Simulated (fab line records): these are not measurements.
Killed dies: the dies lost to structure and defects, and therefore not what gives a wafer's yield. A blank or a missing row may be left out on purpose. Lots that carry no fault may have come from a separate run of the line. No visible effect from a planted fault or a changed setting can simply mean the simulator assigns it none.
Which tool was responsible?    flow nandHarc    12 lots with 36 wafers sampled at 5 steps, on a route of 1159 steps

== WHAT THE GAUGES READ, wafer by wafer ==
NHARC_END_SORT_01. Usual: killedAtArray 25, standard deviation 9.2; killedAtOther 0.9, standard deviation 1.3; killedAtPeriphery 3.3, standard deviation 2.3; killedDies 29, standard deviation 9.6; killedOpen 3.2, standard deviation 1.8; killedShort 2, standard deviation 1.4.
lot   measured      on         killedAtArray  killedAtOther  killedAtPeriphery  killedDies  killedOpen  killedShort  flag
L485  day 20 22:08  prober-02  50 133 28      3 1 2          5 3 3              58 137 33   7 4 1       1 0 3        OFF
L486  day 21 18:38  prober-02  29 23 116      1 1 0          3 3 2              33 27 118   4 2 4       3 1 1        OFF

== WHICH TOOL RAN EACH LOT (tool, then ch and the chambers of the sampled wafers, then the start) ==
lot   NHARC_A_CONTACT_ETCH_124            NHARC_A_BONDPAD_PVD_17                  NHARC_THIN_TSV_CMP_01          NHARC_THIN_TSV_ETCH_36
L476  harCapEtch-01 ch 0,1, day 16 18:32  pvdSputter-01, day 18 12:29 or earlier  cmp-01 ch 0,1,2, day 18 12:29  rieMetal-03 ch 0,1, day 18 20:00
L477  harCapEtch-01 ch 0,1, day 16 23:59  pvdSputter-01, day 18 18:38 or earlier  cmp-03 ch 0,1,3, day 18 18:38  rieMetal-01 ch 0,1, day 19 02:20
L479  harCapEtch-03 ch 0,1, day 17 02:52  pvdSputter-01, day 19 00:56 or earlier  cmp-03 ch 0,2,3, day 19 00:56  rieMetal-01 ch 0,1, day 19 08:50
L485  harCapEtch-03 ch 0,1, day 18 12:38  pvdSputter-03, day 20 04:36 or earlier  cmp-01 ch 0,1,3, day 20 04:36  rieMetal-03 ch 0,1, day 20 12:25
L486  harCapEtch-03 ch 0,1, day 19 07:38  pvdSputter-01, day 21 01:19 or earlier  cmp-01 ch 0,2,3, day 21 01:19  rieMetal-03 ch 0,1, day 21 08:59
L490  harCapEtch-01 ch 0,1, day 20 10:32  pvdSputter-02, day 22 21:43 or earlier  cmp-02 ch 0,1,2, day 22 21:43  rieMetal-01 ch 0,1, day 23 05:38
L493  harCapEtch-01 ch 0,1, day 20 23:08  pvdSputter-02, day 23 05:44 or earlier  cmp-02 ch 0,2,3, day 23 05:44  rieMetal-01 ch 0,1, day 23 13:38
L495  harCapEtch-02 ch 0, day 21 08:44    pvdSputter-02, day 23 08:09 or earlier  cmp-02 ch 0,2, day 23 08:09    rieMetal-03 ch 0,1, day 23 15:55
L494  harCapEtch-02 ch 0,1, day 22 00:34  pvdSputter-02, day 23 16:41 or earlier  cmp-03 ch 0,3, day 23 16:41    rieMetal-03 ch 0,1, day 24 00:33
L498  harCapEtch-01 ch 0,1, day 22 01:26  pvdSputter-02, day 23 17:58 or earlier  cmp-01 ch 0,1,3, day 23 17:58  rieMetal-01 ch 0,1, day 24 01:37
L497  harCapEtch-01 ch 0,1, day 22 05:04  pvdSputter-03, day 23 22:47 or earlier  cmp-01 ch 0,1,3, day 23 22:47  rieMetal-01 ch 0,1, day 24 07:33
L499  harCapEtch-03 ch 0,1, day 22 16:09  pvdSputter-02, day 24 09:02 or earlier  cmp-01 ch 0,1,2, day 24 09:02  rieMetal-01 ch 0,1, day 24 16:50
- NHARC_A_CONTACT_ETCH_124: etches the open film in C4F8/O2/Ar, time 140 s, target depth 700 nm.
- NHARC_A_BONDPAD_PVD_17: deposits TaN, target thk 5 nm, time 8.06 s.
- NHARC_THIN_TSV_CMP_01: polishes.
- NHARC_THIN_TSV_ETCH_36: etches the open film in Cl2/BCl3, target depth 65 nm, time 18.571 s.

== AS READ BY THE TOOLS THEMSELVES (means over the sampled wafers that have a number; for cases with no such wafer, the mark the record gives instead) ==
NHARC_A_CONTACT_ETCH_124. Usual: oesAirLineAu 0.999 a.u., standard deviation 0.024.
lot   tool           oesAirLineAu (a.u.)  flag
L476  harCapEtch-01  0.979                
L477  harCapEtch-01  0.993                
L479  harCapEtch-03  1.038                
L485  harCapEtch-03  0.981                
L486  harCapEtch-03  0.972                
L490  harCapEtch-01  1.016                
L493  harCapEtch-01  0.983                
L495  harCapEtch-02  1.008                
L494  harCapEtch-02  1.006                
L498  harCapEtch-01  1.001                
L497  harCapEtch-01  0.998                
L499  harCapEtch-03  1.019                

NHARC_A_BONDPAD_PVD_17. Usual: throttleValvePct 30.3 %, standard deviation 0.84.
lot   tool           throttleValvePct (%)  flag
L476  pvdSputter-01  30.4                  
L477  pvdSputter-01  30.0                  
L479  pvdSputter-01  30.8                  
L485  pvdSputter-03  30.4                  
L486  pvdSputter-01  30.1                  
L490  pvdSputter-02  30.0                  
L493  pvdSputter-02  29.9                  
L495  pvdSputter-02  30.0                  
L494  pvdSputter-02  30.6                  
L498  pvdSputter-02  29.4                  
L497  pvdSputter-03  30.2                  
L499  pvdSputter-02  29.9                  

NHARC_THIN_TSV_CMP_01. Usual: motorCurrentA 11.6 A, standard deviation 0.93; slurryFilterDpKPa 13.51 kPa, standard deviation 0.14.
lot   tool    motorCurrentA (A)  slurryFilterDpKPa (kPa)  flag
L476  cmp-01  12.2               13.53                    
L477  cmp-03  11.0               13.44                    
L479  cmp-03  11.3               13.57                    
L485  cmp-01  12.5               13.59                    
L486  cmp-01  12.2               13.45                    
L490  cmp-02  11.5               13.49                    
L493  cmp-02  11.3               13.41                    
L495  cmp-02  11.6               13.75                    
L494  cmp-03  10.8               13.60                    
L498  cmp-01  12.3               13.54                    
L497  cmp-01  12.3               13.52                    
L499  cmp-01  11.9               13.44                    

NHARC_THIN_TSV_ETCH_36. Usual: drypumpMotorCurrentA 5.8 A, standard deviation 0.39; oesProductAu 1.000 a.u., standard deviation 0.011.
lot   tool         drypumpMotorCurrentA (A)  oesProductAu (a.u.)  flag
L476  rieMetal-03  5.7                       0.986                
L477  rieMetal-01  6.0                       1.008                
L479  rieMetal-01  6.0                       1.002                
L485  rieMetal-03  5.7                       1.001                
L486  rieMetal-03  5.9                       0.993                
L490  rieMetal-01  6.0                       1.002                
L493  rieMetal-01  6.0                       1.006                
L495  rieMetal-03  5.9                       0.989                
L494  rieMetal-03  5.7                       0.995                
L498  rieMetal-01  6.0                       1.006                
L497  rieMetal-01  6.0                       1.003                
L499  rieMetal-01  6.0                       0.986                

== THE ANSWER, worked out from the rows above alone ==
Rule: a lot is off if the mean of its wafers that have a number lies more than 3 standard deviations from the usual mean. A lot without any number at a reading at which 4 lots or more have one is off too. Any other lot the step has rows for is counted as sound. Order of review: gauges by route order, followed by the tools' own readings, for which a lot's mean as printed above is used. At the first step where some lot is off, the reading lying furthest off is the one used; lots without a number count as furthest.
Off: L485, L486 (NHARC_END_SORT_01, killedAtArray). Neither off nor sound, because the step has no rows for them: L476, L477, L479, L490, L493, L495, L494, L498, L497, L499.
A tool fits if, at a process step before that reading, it ran every lot that is off, and no sound lot after the first of them. The gauges at NHARC_END_SORT_01 are tried like those tools. With no start given for some of its lots, NHARC_A_BONDPAD_PVD_17 uses the hours and lot order of NHARC_THIN_TSV_CMP_01. Can't be told from this: 4 tools fit, harCapEtch-03 at NHARC_A_CONTACT_ETCH_124, cmp-01 at NHARC_THIN_TSV_CMP_01, rieMetal-03 at NHARC_THIN_TSV_ETCH_36, prober-02 at NHARC_END_SORT_01.

== WHAT THE SIMULATOR PUT IN ==
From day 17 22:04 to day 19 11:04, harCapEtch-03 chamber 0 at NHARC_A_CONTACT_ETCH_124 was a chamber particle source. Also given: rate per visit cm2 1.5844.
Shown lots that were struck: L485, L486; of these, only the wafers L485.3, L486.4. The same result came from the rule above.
